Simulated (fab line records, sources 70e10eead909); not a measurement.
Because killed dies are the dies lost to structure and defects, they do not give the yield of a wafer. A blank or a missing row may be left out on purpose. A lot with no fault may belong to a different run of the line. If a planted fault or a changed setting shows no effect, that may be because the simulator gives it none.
Shared-tool check + flow nandHarc + 1 lot, 3 wafers sampled

== THE REASON FOR OPENING IT ==
At NHARC_END_SORT_01 the reading killedDies is flagged on 1 of 1 lot. No-fault wafers: 63, standard deviation 20.
Rule: a lot is flagged when every wafer of it that has a number lies more than 4 standard deviations from that mean, or none has a number. The rest of the lots are taken to be sound.

| lot  | measured     | on        | killedDies, wafer by wafer | flag    |
|------|--------------|-----------|----------------------------|---------|
| L466 | day 29 17:09 | prober-02 | 676 677 677                | FLAGGED |
Average over the flagged lots: 677; offset from the usual +614, equal to +31 standard deviations.

== TOOL THAT RAN EACH LOT ==
The record holds 4 process steps before the reading, out of a route of 1302 steps. Read each cell as the tool, then ch plus the chambers that the sampled wafers visited, then the start.
| lot  | flag    | NHARC_A_CONTACT_ETCH_31           | NHARC_A_CONTACT_ETCH_134           | NHARC_A_CONTACT_ETCH_139           | NHARC_A_CONTACT_ETCH_92         |
|------|---------|-----------------------------------|------------------------------------|------------------------------------|---------------------------------|
| L466 | FLAGGED | rieDiel-06 ch 0,2,3, day 27 06:13 | harCapEtch-01 ch 0,1, day 27 06:52 | harCapEtch-01 ch 0,1, day 27 08:37 | rieDiel-06 ch 0,2, day 27 09:10 |
What is done by these steps:
- NHARC_A_CONTACT_ETCH_31: etches the open film in O2/COS, target depth 2800 nm, time 728 s.
- NHARC_A_CONTACT_ETCH_134: etches the open film in C4F8/O2/Ar, time 140 s, target depth 700 nm.
- NHARC_A_CONTACT_ETCH_139: etches the open film in C4F8/O2/Ar, time 195 s, target depth 840 nm.
- NHARC_A_CONTACT_ETCH_92: etches the open film in CH3F/O2, target depth 40 nm, time 85.7 s.
- NHARC_END_SORT_01

== FLAGGED AGAINST TOTAL, ONE TOOL AT A TIME (gauges that did the reading follow at the end) ==
| step                     | tool          | lots run | flagged | share of the flagged lots | sound lots run after its first flagged lot |
|--------------------------|---------------|----------|---------|---------------------------|--------------------------------------------|
| NHARC_A_CONTACT_ETCH_31  | rieDiel-06    | 1        | 1       | all                       | 0                                          |
| NHARC_A_CONTACT_ETCH_134 | harCapEtch-01 | 1        | 1       | all                       | 0                                          |
| NHARC_A_CONTACT_ETCH_139 | harCapEtch-01 | 1        | 1       | all                       | 0                                          |
| NHARC_A_CONTACT_ETCH_92  | rieDiel-06    | 1        | 1       | all                       | 0                                          |
| NHARC_END_SORT_01        | prober-02     | 1        | 1       | all                       | 0                                          |

== WHAT IS ALLOWED BY THE TABLE ==
5 rows of the table ran every flagged lot: rieDiel-06 at NHARC_A_CONTACT_ETCH_31, harCapEtch-01 at NHARC_A_CONTACT_ETCH_134, harCapEtch-01 at NHARC_A_CONTACT_ETCH_139, rieDiel-06 at NHARC_A_CONTACT_ETCH_92, prober-02 at NHARC_END_SORT_01.
- rieDiel-06 at NHARC_A_CONTACT_ETCH_31: 1 of its 1 lot flagged. It ran no sound lot before its first flagged lot in this sample, so the start can't be narrowed down. Its own readings lie more than 4 standard deviations out on every wafer of the flagged lots: runLengthS.
- harCapEtch-01 at NHARC_A_CONTACT_ETCH_134: 1 of its 1 lot flagged. It ran no sound lot before its first flagged lot in this sample, so the start can't be narrowed down.
- harCapEtch-01 at NHARC_A_CONTACT_ETCH_139: 1 of its 1 lot flagged. It ran no sound lot before its first flagged lot in this sample, so the start can't be narrowed down.
- rieDiel-06 at NHARC_A_CONTACT_ETCH_92: 1 of its 1 lot flagged. It ran no sound lot before its first flagged lot in this sample, so the start can't be narrowed down.
- prober-02 at NHARC_END_SORT_01: 1 of its 1 lot flagged. It ran no sound lot before its first flagged lot in this sample, so the start can't be narrowed down.
These 3 tools cannot be told apart by counting lots, since each of them fits a fault that started at some hour. More lots, or a look at what each step does to the wafer, might.

== WHAT WAS PUT IN BY THE SIMULATOR ==
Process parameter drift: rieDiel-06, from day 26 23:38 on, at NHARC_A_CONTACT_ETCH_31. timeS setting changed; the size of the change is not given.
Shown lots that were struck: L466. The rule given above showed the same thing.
